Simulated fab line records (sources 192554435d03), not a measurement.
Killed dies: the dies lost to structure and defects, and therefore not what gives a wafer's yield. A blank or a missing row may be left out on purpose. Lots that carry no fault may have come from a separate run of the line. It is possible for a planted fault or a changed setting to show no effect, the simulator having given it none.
Chamber matching    flow n5-finfet    4 sister chambers for N5_BEOL_M8_ETCH_72 on rie-diel-03
The step etches underlayer in N2/H2, target depth 6.5 nm, time 5.2 s. 8 wafers are shown with their chamber, then 7 later ones without.

## WAFERS PAIRED WITH THEIR CHAMBERS
wafer   chamber  showerhead-plenum-p-Torr (Torr)  throttle-valve-pct (%)
L085.6  2        2.66                             17.4
L086.3  0        2.41                             18.5
L086.4  2        2.66                             17.4
L084.2  1        2.71                             17.8
L084.4  3        2.64                             17.6
L084.5  3        2.64                             17.6
L093.3  1        2.71                             17.9
L093.4  0        2.40                             18.5

## WAFERS WHOSE CHAMBER IS MISSING
wafer   showerhead-plenum-p-Torr (Torr)  throttle-valve-pct (%)
L093.6  2.63                             17.6
L094.3  2.40                             18.5
L094.4  2.40                             18.6
L094.5  2.63                             17.7
L097.1  2.70                             17.9
L097.3  2.40                             18.5
L097.6  2.40                             18.5

## THE CHAMBER EACH PASSED THROUGH
wafer   from the rows above  in truth
L093.6  3                    3
L094.3  0                    0
L094.4  0                    0
L094.5  3                    3
L097.1  1                    1
L097.3  0                    0
L097.6  0                    0
Correctly placed: 7 of 7. Not placeable from these rows: 0. Wrongly placed: 0.
How it was worked out, from the rows above alone: a wafer's distance from a chamber is the root of the sum, over the readings, of the square of ((its reading less the chamber's mean) divided by the reading's scatter). If the next closest chamber is less than 2 further off than the closest, the wafer can't be placed; otherwise it belongs to the closest. A chamber's mean is the mean of its shown wafers. The scatter is the square root of a quotient: the sum, over the shown wafers, of each reading's squared deviation from its chamber's mean, divided by wafers minus chambers.
